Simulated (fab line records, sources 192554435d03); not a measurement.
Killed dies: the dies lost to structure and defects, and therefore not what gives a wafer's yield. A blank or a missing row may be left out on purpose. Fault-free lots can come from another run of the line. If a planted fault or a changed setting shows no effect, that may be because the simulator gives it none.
fab line records ; flow n5Finfet ; part 2 of 2: steps 5 to 6 of 6
record: lots: 16; wafers: 48; lastDay: 19
route steps=1938 shown FIN_SAQP@136 FIN_CUT@167 STI_FIN_REVEAL@183
lots that met no fault: taken from a fault-free run of the same line
startH: the number of hours between the record's first day and the start of the first shown wafer of the lot ; waitH: how many hours have passed since the lot's step before this one ; " identical to the entry in the row above ; L1.1+2: several wafers, shown together as one row ; - value missing, or start not given ; * or withheld: withheld ; < > ~ a bound
route shown NAME@n: a module of which the file shows steps, and the number in the route of the first ; usual: mean and standard deviation over wafers with no fault ; same: alike in all rows ; chamber/n: place in a boat ; sites: the reading at each site ; _std_site: the values' standard deviation ; _edge_site: inner sites' mean taken away from outer sites' mean ; radiusMm: for every site, how far away it sits from the centre of the wafer ; mask NAME#n: copy n ; behind: the tool/chamber that last shaped the wafer ; hold: why the lot was held/for how many hours/how that ended ; device: names the non-switching transistor (n, p or np) ; end of line: tests of these same wafers at the route's end ; a step with no rows: only its recipe ; killed: dies that structure and defects cost at the first sort, which is not the same as the wafer's yield ; map: per-die view of a wafer (x killed, . not killed, _ where there is no die)
set.NAME: setting as actually run; set.NAME@STEP: the setting as run at that earlier step ; model.NAME: the simulator's own value behind a step, which no gauge read
steps of the route over a sample of lots; a table a step, a row a wafer
services: the hour from which a tool's chamber was out of use, counted from the record's first day as startH (under 0 if before that day), plus the number of hours and why
== steps ==
step: N5_FIN_CUT_STRIP_24
recipe: chemistry: CF4; resist: SiARC; powerW: 300; biasPowerW: 75; pressureMtorr: 50; cf4FlowSccm: 150; rfFrequencyHz: 6e+07
usual: chamberPressureMTorr: 50.00/0.047; drypumpMotorCurrentA: 5.4/0.46; oesProductAu: 0.77/0.06; powerW: 300.0/0.9; rfVppV: 271.5/1.2; showerheadPlenumPTorr: 1.81/0.038; throttleValvePct: 13.60/0.19
lot.wafer;tool;chamber;startH;waitH;chamberPressureMTorr;drypumpMotorCurrentA;oesProductAu;powerW;rfHoursCounterH;rfVppV;showerheadPlenumPTorr;throttleValvePct
L074.1;rieDiel-04;0;27.46;0.0;49.97;5.1;0.83;301.7;45;272.7;1.82;13.41
L074.2;rieDiel-04;1;27.46;0.0;49.96;6.1;0.79;300.3;117;273.5;1.88;13.46
L074.3;rieDiel-04;3;27.46;0.0;50.02;5.2;0.91;300.4;12;272.6;1.82;13.26
L076.1;rieDiel-02;0;40.55;0.0;50.05;5.3;0.74;300.0;162;272.0;1.79;13.74
L076.2;rieDiel-02;1;40.55;0.0;49.93;5.7;0.81;300.7;100;270.4;1.82;13.49
L076.5;rieDiel-02;0;40.55;0.0;50.01;5.3;0.74;301.0;-;272.3;1.79;13.74
L077.1;rieDiel-02;1;45.85;0.0;50.02;5.7;0.81;299.6;102;270.4;1.82;13.50
L077.2;rieDiel-02;0;45.85;0.0;50.02;5.3;0.73;299.6;164;270.0;1.79;13.73
L077.5;rieDiel-02;0;45.85;0.0;49.94;5.3;0.74;298.5;-;272.1;1.79;13.74
L078.1;rieDiel-04;1;51.10;0.0;50.09;6.1;0.78;299.7;124;273.8;1.88;13.46
L078.3;rieDiel-04;0;51.10;0.0;49.99;5.1;0.83;300.4;52;271.7;1.82;13.44
L078.6;rieDiel-04;3;51.10;0.0;50.05;5.3;0.89;298.7;-;272.3;1.81;13.29
L079.2;rieDiel-02;3;57.86;0.0;50.02;5.0;0.78;300.2;130;274.5;1.86;13.31
L079.3;rieDiel-02;2;57.86;0.0;49.94;6.4;0.70;299.9;229;270.4;1.85;13.90
L079.6;rieDiel-02;0;57.86;0.0;50.03;5.3;0.73;301.1;-;271.6;1.79;13.73
L081.2;rieDiel-02;3;68.99;0.0;49.91;5.0;0.78;299.5;134;271.8;1.85;13.32
L081.5;rieDiel-02;1;68.99;0.0;50.00;5.7;0.81;299.6;-;269.8;1.82;13.52
L081.6;rieDiel-02;0;68.99;0.0;50.02;5.3;0.73;299.4;-;271.8;1.79;13.76
L082.1;rieDiel-02;0;77.20;0.0;50.05;5.3;0.73;300.9;173;273.2;1.79;13.74
L082.2;rieDiel-02;2;77.20;0.0;50.00;6.4;0.70;300.3;234;273.2;1.85;13.91
L082.5;rieDiel-02;3;77.20;0.0;50.02;5.0;0.77;301.7;-;273.0;1.85;13.34
L086.1;rieDiel-04;3;100.61;0.0;49.93;5.3;0.85;301.8;33;271.1;1.81;13.32
L086.2;rieDiel-04;2;100.61;0.0;49.93;5.0;0.88;301.0;44;269.7;1.77;13.62
L086.6;rieDiel-04;2;100.61;0.0;50.03;5.0;0.88;300.1;-;270.6;1.77;13.62
L088.1;rieDiel-06;1;110.84;0.0;50.08;5.5;0.75;301.5;153;271.4;1.88;13.82
L088.3;rieDiel-06;0;110.84;0.0;49.99;4.9;0.70;300.4;210;272.8;1.78;13.43
L088.5;rieDiel-06;1;110.84;0.0;49.99;5.4;0.76;300.2;-;272.3;1.88;13.81
L089.1;rieDiel-04;1;117.02;0.0;50.07;6.1;0.77;300.6;144;273.0;1.87;13.51
L089.5;rieDiel-04;3;117.02;0.0;49.97;5.3;0.85;299.5;-;271.0;1.81;13.35
L089.6;rieDiel-04;2;117.02;0.0;49.95;5.0;0.88;299.0;-;271.0;1.76;13.64
L090.1;rieDiel-06;2;123.15;0.0;49.96;5.8;0.77;298.9;145;269.1;1.80;13.81
L090.2;rieDiel-06;1;123.15;0.0;50.05;5.5;0.75;300.2;156;273.3;1.88;13.84
L090.5;rieDiel-06;3;123.15;0.0;49.94;6.2;0.68;299.1;-;271.5;1.75;13.75
L092.1;rieDiel-04;0;136.12;0.0;50.00;5.1;0.80;300.3;78;271.0;1.81;13.51
L092.2;rieDiel-04;2;136.12;0.0;49.92;5.0;0.86;299.5;56;269.4;1.76;13.65
L092.6;rieDiel-04;1;136.12;0.0;50.02;6.2;0.76;300.2;-;273.5;1.87;13.53
L093.3;rieDiel-02;0;143.18;0.0;50.01;5.3;0.71;298.2;194;271.2;1.78;13.80
L093.5;rieDiel-02;1;143.18;0.0;49.98;5.7;0.78;301.0;-;271.6;1.81;13.59
L093.6;rieDiel-02;3;143.18;0.0;50.03;5.0;0.77;300.5;-;271.7;1.85;13.38
L094.1;rieDiel-06;1;149.41;0.0;50.08;5.5;0.75;301.3;165;270.9;1.88;13.84
L094.4;rieDiel-06;0;149.41;0.0;50.02;4.9;0.69;301.6;-;268.8;1.78;13.47
L094.5;rieDiel-06;2;149.41;0.0;50.02;5.8;0.75;299.6;-;269.5;1.79;13.83
L095.2;rieDiel-04;1;161.33;0.0;50.04;6.1;0.75;298.7;160;270.9;1.87;13.53
L095.3;rieDiel-04;0;161.33;0.0;49.97;5.1;0.79;298.6;87;270.7;1.81;13.52
L095.6;rieDiel-04;2;161.33;0.0;49.99;5.0;0.86;301.3;-;269.7;1.76;13.67
L096.2;rieDiel-06;0;161.90;0.0;49.95;4.9;0.68;300.5;225;269.8;1.78;13.47
L096.5;rieDiel-06;1;161.90;0.0;50.01;5.5;0.74;300.0;-;272.7;1.88;13.85
L096.6;rieDiel-06;2;161.90;0.0;49.98;5.8;0.75;300.3;-;269.7;1.79;13.83
step: N5_STI_FIN_REVEAL_ALD_00
recipe: material: SiO2; targetThkA: 10; tempC: 300; aldPrecursorFamily: BDEAS; aldCoReactant: O2-plasma; pulseTimeS: 1; pressureTorr: 2
usual: heaterPowerW: 478/22; precursorPulseHeightRel: 1.001/0.019
lot.wafer;tool;chamber;startH;waitH;heaterPowerW;precursorPulseHeightRel;sinceWetCleanH
L074.1;aldSin-02;1;28.01;0.0;514;0.998;20
L074.2;aldSin-02;2;28.01;0.0;481;0.997;20
L074.3;aldSin-02;0;28.01;0.0;467;1.031;20
L076.1;aldSin-02;0;41.58;0.5;467;0.996;34
L076.2;aldSin-02;1;41.58;0.5;516;0.955;34
L076.5;aldSin-02;1;41.58;0.5;511;0.995;-
L077.1;aldSin-01;0;46.40;0.0;478;1.001;144
L077.2;aldSin-01;3;46.40;0.0;485;1.015;144
L077.5;aldSin-01;1;46.40;0.0;461;0.987;-
L078.1;aldSin-02;1;51.64;0.0;512;1.014;44
L078.3;aldSin-02;2;51.64;0.0;487;1.037;44
L078.6;aldSin-02;1;51.64;0.0;519;1.014;-
L079.2;aldSin-02;3;58.39;0.0;495;0.980;51
L079.3;aldSin-02;0;58.39;0.0;467;1.013;51
L079.6;aldSin-02;3;58.39;0.0;487;1.016;-
L081.2;aldSin-03;1;69.60;0.0;497;0.978;259
L081.5;aldSin-03;1;69.60;0.0;491;1.002;-
L081.6;aldSin-03;0;69.60;0.0;430;0.996;-
L082.1;aldSin-03;0;77.83;0.1;430;0.979;267
L082.2;aldSin-03;2;77.83;0.1;480;1.002;267
L082.5;aldSin-03;0;77.83;0.1;443;0.966;-
L086.1;aldSin-03;3;101.14;0.0;437;1.007;290
L086.2;aldSin-03;1;101.14;0.0;502;0.990;290
L086.6;aldSin-03;3;101.14;0.0;428;1.033;-
L088.1;aldSin-01;3;111.46;0.0;482;1.018;209
L088.3;aldSin-01;2;111.46;0.0;463;1.020;209
L088.5;aldSin-01;3;111.46;0.0;470;0.989;-
L089.1;aldSin-02;2;117.59;0.0;486;0.977;110
L089.5;aldSin-02;0;117.59;0.0;472;1.031;-
L089.6;aldSin-02;2;117.59;0.0;489;0.993;-
L090.1;aldSin-02;2;123.79;0.1;508;1.005;116
L090.2;aldSin-02;0;123.79;0.1;475;1.020;116
L090.5;aldSin-02;0;123.79;0.1;464;1.013;-
L092.1;aldSin-01;2;136.65;0.0;474;1.010;234
L092.2;aldSin-01;0;136.65;0.0;494;0.993;234
L092.6;aldSin-01;0;136.65;0.0;481;0.978;-
L093.3;aldSin-02;1;143.85;0.2;498;1.012;136
L093.5;aldSin-02;0;143.85;0.2;469;0.982;-
L093.6;aldSin-02;3;143.85;0.2;483;1.005;-
L094.1;aldSin-01;1;150.10;0.1;464;1.003;248
L094.4;aldSin-01;3;150.10;0.1;485;1.006;248
L094.5;aldSin-01;2;150.10;0.1;484;1.018;-
L095.2;aldSin-03;0;161.87;0.0;438;1.013;351
L095.3;aldSin-03;3;161.87;0.0;443;0.997;351
L095.6;aldSin-03;1;161.87;0.0;500;1.021;-
L096.2;aldSin-03;0;162.44;0.0;423;1.014;352
L096.5;aldSin-03;1;162.44;0.0;498;0.994;-
L096.6;aldSin-03;2;162.44;0.0;480;0.992;-
== services ==
tool;chamber;startH;hours;kind
aldSin-01;1;3.92;5.4;repair
rieDiel-06;2;11.06;20.0;repair
rieDiel-01;2;14.45;-;clean
rieDiel-01;2;14.45;-;consumableReplace:focusRing
rieDiel-01;2;14.45;23.0;scheduledDown
rieDiel-01;2;14.45;23.0;ventCycle
aldSin-01;2;18.50;10.6;repair
rieDiel-06;0;26.47;6.5;repair
rieDiel-03;2;26.72;4.9;repair
rieDiel-03;0;30.25;4.7;repair
aldSin-01;0;36.40;8.5;repair
aldSin-01;2;52.64;6.3;repair
rieDiel-01;1;59.08;2.7;repair
rieDiel-03;3;60.64;132.0;repair
rieDiel-01;1;67.45;-;clean
aldSin-01;1;74.19;12.5;repair
rieDiel-04;2;77.28;6.0;repair
rieDiel-01;2;79.65;27.8;repair
aldSin-02;1;102.28;21.5;repair
aldSin-03;1;116.87;3.1;repair
aldSin-03;2;117.68;11.0;repair
rieDiel-04;3;133.61;22.5;repair
rieDiel-06;2;136.40;2.6;repair
aldSin-02;0;138.03;2.0;repair
